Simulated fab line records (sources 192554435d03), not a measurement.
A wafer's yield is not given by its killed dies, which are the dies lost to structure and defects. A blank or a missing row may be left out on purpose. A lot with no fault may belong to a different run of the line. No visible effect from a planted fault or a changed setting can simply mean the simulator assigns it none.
A struck lot beside a sound one ; flow n5Finfet ; 23 steps out of a route of 1938
Sound: the wafers L138.2, L138.5, L138.6. The struck wafers were L143.1, L143.3, L143.6. The cause is named last.
At each step with rows: each side's tool, then ch and its chambers, then its first start. Under that, the readings that differ: sound wafers ; struck wafers ; difference of the means ; sigmas: that difference in standard deviations of wafers without a fault.
alike: readings with means less than 2 such deviations apart, plus words and numbers identical on both sides. not compared: withheld readings, readings lacking a value on some wafer, bounds such as >300 that could conceal the same value, and numbers that have no deviation in the record and whose values overlap.
A row with sigmas, a row that says differs or no value, or rows on one side alone: a step with any of these is where the two part. Non-overlapping numbers with no deviation appear without sigmas and do not part them. A reading that every wafer of one side lacks parts them only if that side has two wafers or more.

first, 8 steps without rows for these wafers: N5_BEOL_M3_PRE_CLEAN_60 (time 15 s); N5_BEOL_M3_CO_CAP_55 (material Co, precursor CCTBA/H2, target thk 2 nm, time 102.1 s); N5_BEOL_M3_PRE_CLEAN_56 (time 15 s); N5_BEOL_M3_DEP_57 (deposits SiCN from 3MS/NH3, target thk 8 nm, time 14 s); N5_BEOL_M4_ILD_DEP_00 (deposits SiOC from DEMS/O2, target thk 79 nm, time 15.3 s); N5_BEOL_M4_PECVD_72 (deposits SiO2 from TEOS/O2, target thk 16 nm, time 18 s); N5_BEOL_M4_HM_DEP_02 (deposits TiN, target thk 20 nm); N5_BEOL_M4_COAT_61 (time 60 s, resist thk 60 nm).
N5_BEOL_M4_COAT_62: time 60 s, resist thk 12 nm.
  sound on lithoTrack-04 ch 0, day 8 06:37; struck on lithoTrack-04 ch 0, day 9 06:14
reading;sound;struck;difference;sigmas
spinSpeedRpm (rpm);1499.5 1499.7 1500.6;1377.6 1377.1 1376.7;-122.8;-99 or more
model.SiARC_of_BEOL_M4_COAT_62.thkNm (nm);12 12 12;12.6 12.6 12.6;+0.6;
  alike: exhaustPa
then, 9 steps without rows for these wafers: N5_BEOL_M4_COAT_73 (time 60 s, resist thk 5 nm); N5_BEOL_M4_COAT_05 (resist thk 30 nm); N5_BEOL_M4_EBR_07; N5_BEOL_M4_SOFTBAKE_06 (time 60 s); N5_BEOL_M4_EXPOSE_08 (exposes mask M4); N5_BEOL_M4_PEB_09 (peb time 60 s); N5_BEOL_M4_DEVELOP_10 (develop time 30 s); N5_BEOL_M4_DESCUM_16 (chemistry O2, time 7 s); N5_BEOL_M4_ETCH_74 (etches underlayer in N2/H2, target depth 6.5 nm, time 5.2 s).
N5_BEOL_M4_ETCH_63: etches SiARC in CF4, target depth 15.6 nm, time 26 s.
  sound on rieDiel-03 ch 1,2,3, day 8 07:11; struck on rieDiel-01 ch 0,1,2, day 9 06:54
reading;sound;struck;difference;sigmas
etchRfOnTimeS (s);25.6 25.3 25.4;27.6 27.3 26.1;+1.6;+2
model.etch.depthNm (nm);12.05 12.05 12;12.55 12.55 12.51;+0.50;
model.CAR-EUV_of_BEOL_M4_COAT_05.thkNm (nm);11 11 11;10.8 10.6 10.6;-0.3;
  alike: drypumpMotorCurrentA, oesProductAu, rfVppV, showerheadPlenumPTorr, throttleValvePct
  not compared: rfHoursCounterH
N5_BEOL_M4_ETCH_64: etches SOC in N2/H2, target depth 75 nm, overetch 22.5 nm, time 121.9 s.
  sound on rieDiel-03 ch 1,2,3, day 8 07:13; struck on rieDiel-01 ch 0,1,2, day 9 06:56
  alike: drypumpMotorCurrentA, oesProductAu, rfVppV, showerheadPlenumPTorr, throttleValvePct
  not compared: rfHoursCounterH, model.SiARC_of_BEOL_M4_COAT_62.thkNm
then, 1 step without rows for these wafers: N5_BEOL_M4_STRIP_65 (strips in N2/H2).
N5_BEOL_M4_RC_MEAS_101:
  sound on prober-01 ch 0, day 8 17:26; struck on prober-01 ch 0, day 10 00:33
reading;sound;struck;difference;sigmas
DIBL_N (mV/V);35.0 38.3 37.4;33.7 34.7 32.6;-3.2;-2
  alike: DIBL_P, IOFF_N, IOFF_P, ION_N, ION_P, SS_N, SS_P, VT_N, VT_P
-- the record jumps here: 4 days lie between the struck wafers' starts before and after (it left off in module BEOL_M4 and takes up again in module PASSIVATION, whose first step shown is number 1936 of the route) --
N5_PASSIVATION_PROBE_49:
  sound: prober-02 at day 13 14:20; struck: prober-02 at day 14 09:50
  alike: defectLimitedYield, killed_at_M0_to_M3, killed_at_M4_up, killedAtContacts, killedAtFrontEnd, killedAtOther, killedDies, killedOnRim, killedOpen, killedShort, sort_bin_5_function, sort_bin_6_memory, sortNPass, sortYieldPct

## WHERE THEY PART
First at N5_BEOL_M4_COAT_62; last, within this record, at N5_BEOL_M4_RC_MEAS_101. Later steps at which nothing parts them and some readings are alike: N5_PASSIVATION_PROBE_49.

WHY: what had been put in by the simulator
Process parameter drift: lithoTrack-04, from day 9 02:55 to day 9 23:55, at N5_BEOL_M4_COAT_62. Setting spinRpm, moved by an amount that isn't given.
